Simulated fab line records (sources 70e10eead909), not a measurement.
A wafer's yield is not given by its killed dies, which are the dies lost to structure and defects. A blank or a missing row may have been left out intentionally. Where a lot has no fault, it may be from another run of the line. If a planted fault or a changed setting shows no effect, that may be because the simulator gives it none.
A lot that was struck, set against a sound lot | flow nandHarc | 22 out of 1302 route steps
Sound: wafers L466.3, L466.4, L466.6. Wafers L472.1, L472.2, L472.4 were the ones struck. The cause comes at the end.
Order at every step that has rows: each side's tool, ch and its chambers, its first start. Under that, the readings that differ: sound wafers | struck wafers | difference of the means | sigmas: that difference in standard deviations of wafers without a fault.
alike: readings whose means differ by less than 2 such deviations, and words and numbers that are the same on both sides. not compared: withheld readings, readings that some wafer has no value for, bounds like >300 that may hide the same value, and numbers for which the record gives no deviation and whose values overlap.
Wherever a step has rows on one side only, a row that says differs or no value, or a row with sigmas, the two part there. When numbers do not overlap yet have no deviation, they are printed without sigmas and do not part them. Lack of a reading on every wafer of one side parts them only where that side has two or more wafers.

NHARC_P_CONTACT_CVD_23: deposits W, target thk 200 nm, time 557 s.
  sound on cvdW-01 ch 0,1; struck on cvdW-02 ch 0,1
  alike: heaterPowerW, throttleValvePct
NHARC_P_CONTACT_CMP_24: polishes, t overpolish 30 s, target thk 200 nm.
  sound on cmp-01 ch 0,1,3, day 6 04:38; struck on cmp-03 ch 0,1,2, day 8 19:36
  alike: motorCurrentA, overpolishRunS, timeToEndpointS
next, for these wafers, 1 step has no rows: NHARC_P_CONTACT_SRD_26.
NHARC_P_CONTACT_INSPECT_27:
  sound on defectInspect-02 at day 6 04:59; struck on defectInspect-02 at day 8 20:01
  alike: rawDefectCount
then, 7 steps without rows for these wafers: NHARC_P_M0_DEP_00 (deposits SiOC, target thk 150 nm); NHARC_P_M0_DEHYDRATE_01 (time 120 s); NHARC_P_M0_HMDS_02 (time 30 s); NHARC_P_M0_COAT_33 (time 65 s); NHARC_P_M0_COAT_03 (resist thk 90 nm); NHARC_P_M0_SOFTBAKE_04 (time 55 s); NHARC_P_M0_EBR_05.
NHARC_P_M0_EXPOSE_06: exposes mask P M0, target cd 90 nm.
  sound on arfiScanner-01 ch 0, day 6 05:46; struck on arfiScanner-01 ch 0, day 8 20:46
reading            | sound                | struck               | difference | sigmas
exposureDoseMJCm2  | 81.25 81.28 81.27    | 77.62 77.59 77.59    | -3.67      | -44
stageVelMmS (mm/s) | 500.05 500.26 500.07 | 499.60 499.68 499.40 | -0.57      | -2
  alike: mask
then, 2 steps without rows for these wafers: NHARC_P_M0_PEB_07 (peb time 65 s); NHARC_P_M0_DEVELOP_08 (develop time 35 s).
NHARC_P_M0_CD_MEAS_09: the cd target is 90 nm.
  sound on cdSem-03 ch 0, day 6 05:53; struck on cdSem-03 ch 0, day 8 20:55
reading   | sound          | struck         | difference | sigmas
cdNm (nm) | 90.4 89.7 89.7 | 86.5 87.5 86.5 | -3.1       | -5
NHARC_P_M0_OVL_MEAS_10: pitch 180 nm.
  sound on overlay-01 at day 6 05:58; struck on overlay-01 at day 8 20:59
reading         | sound          | struck      | difference | sigmas
overlayXNm (nm) | -1.0 -1.0 -1.0 | 0.7 0.4 0.4 | +1.5       | +2
  alike: overlayYNm
NHARC_P_M0_INSPECT_11:
  sound on defectInspect-01 at day 6 06:01; struck on defectInspect-02 at day 8 21:02
  alike: rawDefectCount
NHARC_P_M0_DESCUM_14: chemistry O2, time 3 s.
  sound on rieDiel-09 ch 1,3, day 6 06:05; struck on rieDiel-09 ch 0,2,3, day 8 21:05
reading              | sound             | struck            | difference | sigmas
model.P_M0.cdNm (nm) | 89.74 88.21 89.14 | 86.88 87.45 85.94 | -2.27      | 
  alike: drypumpMotorCurrentA, oesProductAu, rfVppV, showerheadPlenumPTorr, throttleValvePct
  not compared: rfHoursCounterH
NHARC_P_M0_ETCH_34: etches the open film in N2/H2, target depth 40 nm, overetch 12 nm, time 43.94 s.
  sound on rieDiel-09 ch 2,3, day 6 06:10; struck on rieDiel-09 ch 0,1,3, day 8 21:11
  alike: drypumpMotorCurrentA, oesProductAu, rfFwdPowerW, rfVppV, showerheadPlenumPTorr, throttleValvePct
  not compared: rfHoursCounterH
NHARC_P_M0_ETCH_15: etches the open film in C4F8/Ar, target depth 150 nm, overetch 15 nm, time 82.5 s.
  sound on rieDiel-09 ch 1,2,3; struck on rieDiel-09 ch 0,1,3
reading              | sound            | struck            | difference | sigmas
model.P_M0.cdNm (nm) | 89.06 88.4 89.19 | 86.57 87.43 86.27 | -2.13      | 
  alike: oesProductAu, rfFwdPowerW, rfVppV
  not compared: rfHoursCounterH
NHARC_P_M0_CD_MEAS_16:
  sound on cdSem-02 at day 6 06:22; struck on cdSem-03 at day 8 21:23
reading   | sound          | struck         | difference | sigmas
cdNm (nm) | 89.2 87.9 88.8 | 86.7 87.2 86.0 | -2.0       | -2
NHARC_END_SORT_01:
  the record has rows for the sound wafers here (prober-01 ch 0, day 25 05:45) and none for the struck ones

## WHERE THEY PART
Last at NHARC_END_SORT_01 as far as this record goes, first at NHARC_P_M0_EXPOSE_06.

WHY: the cause the simulator had injected
Process parameter drift: arfiScanner-01, from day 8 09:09 on, at NHARC_P_M0_EXPOSE_06. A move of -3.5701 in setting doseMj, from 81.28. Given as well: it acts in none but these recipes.
